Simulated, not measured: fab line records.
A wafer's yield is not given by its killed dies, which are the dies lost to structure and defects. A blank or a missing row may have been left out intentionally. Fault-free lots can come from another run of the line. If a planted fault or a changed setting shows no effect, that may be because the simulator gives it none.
Matching of chambers || flow n5_finfet || N5_BEOL_M3_ETCH_63 on rie_diel-05: 4 sister chambers
The step etches SiARC in CF4, target depth 15.6 nm, time 26 s. 8 wafers are shown with their chamber, then 8 later ones without.

## WAFERS, EACH WITH ITS CHAMBER
{"wafer": "L083.1", "chamber": 1, "drypump_motor_current_A (A)": 5.8, "etch_rf_on_time_s (s)": 27.8}
{"wafer": "L087.3", "chamber": 2, "drypump_motor_current_A (A)": 5.7, "etch_rf_on_time_s (s)": 26.6}
{"wafer": "L087.4", "chamber": 0, "drypump_motor_current_A (A)": 5.6, "etch_rf_on_time_s (s)": 26.2}
{"wafer": "L087.6", "chamber": 3, "drypump_motor_current_A (A)": 5.0, "etch_rf_on_time_s (s)": 25.2}
{"wafer": "L089.4", "chamber": 3, "drypump_motor_current_A (A)": 5.0, "etch_rf_on_time_s (s)": 25.3}
{"wafer": "L089.5", "chamber": 2, "drypump_motor_current_A (A)": 5.7, "etch_rf_on_time_s (s)": 26.5}
{"wafer": "L089.6", "chamber": 0, "drypump_motor_current_A (A)": 5.5, "etch_rf_on_time_s (s)": 26.3}
{"wafer": "L091.1", "chamber": 1, "drypump_motor_current_A (A)": 5.8, "etch_rf_on_time_s (s)": 26.7}

## WAFERS WHOSE CHAMBER IS MISSING
{"wafer": "L091.4", "drypump_motor_current_A (A)": 5.5, "etch_rf_on_time_s (s)": 25.8}
{"wafer": "L091.5", "drypump_motor_current_A (A)": 5.8, "etch_rf_on_time_s (s)": 26.4}
{"wafer": "L094.1", "drypump_motor_current_A (A)": 5.0, "etch_rf_on_time_s (s)": 25.0}
{"wafer": "L094.2", "drypump_motor_current_A (A)": 5.5, "etch_rf_on_time_s (s)": 26.1}
{"wafer": "L094.6", "drypump_motor_current_A (A)": 5.0, "etch_rf_on_time_s (s)": 25.1}
{"wafer": "L096.1", "drypump_motor_current_A (A)": 5.7, "etch_rf_on_time_s (s)": 25.7}
{"wafer": "L096.2", "drypump_motor_current_A (A)": 5.5, "etch_rf_on_time_s (s)": 26.2}
{"wafer": "L096.6", "drypump_motor_current_A (A)": 5.5, "etch_rf_on_time_s (s)": 26.2}

## EACH ONE'S CHAMBER
{"wafer": "L091.4", "from the rows above": 0, "in truth": 0}
{"wafer": "L091.5", "from the rows above": "can't be placed: 1 or 2", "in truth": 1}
{"wafer": "L094.1", "from the rows above": 3, "in truth": 3}
{"wafer": "L094.2", "from the rows above": 0, "in truth": 0}
{"wafer": "L094.6", "from the rows above": 3, "in truth": 3}
{"wafer": "L096.1", "from the rows above": 2, "in truth": 2}
{"wafer": "L096.2", "from the rows above": 0, "in truth": 0}
{"wafer": "L096.6", "from the rows above": 0, "in truth": 0}
Correctly placed: 7 of 8. Unplaceable from these rows: 1, with the true chamber sitting among the candidates in 1. Placed wrongly: 0.
How it was worked out, from the rows above alone: a wafer's distance from a chamber is the root of the sum, over the readings, of the square of ((its reading less the chamber's mean) divided by the reading's scatter). The wafer belongs to the nearest chamber; if the next one is less than 2 further off, it can't be placed. The mean given for a chamber averages the wafers shown for that chamber. The scatter: take each reading less its chamber's mean, square it, sum over the shown wafers, divide by the number of wafers less the number of chambers, and take the root.
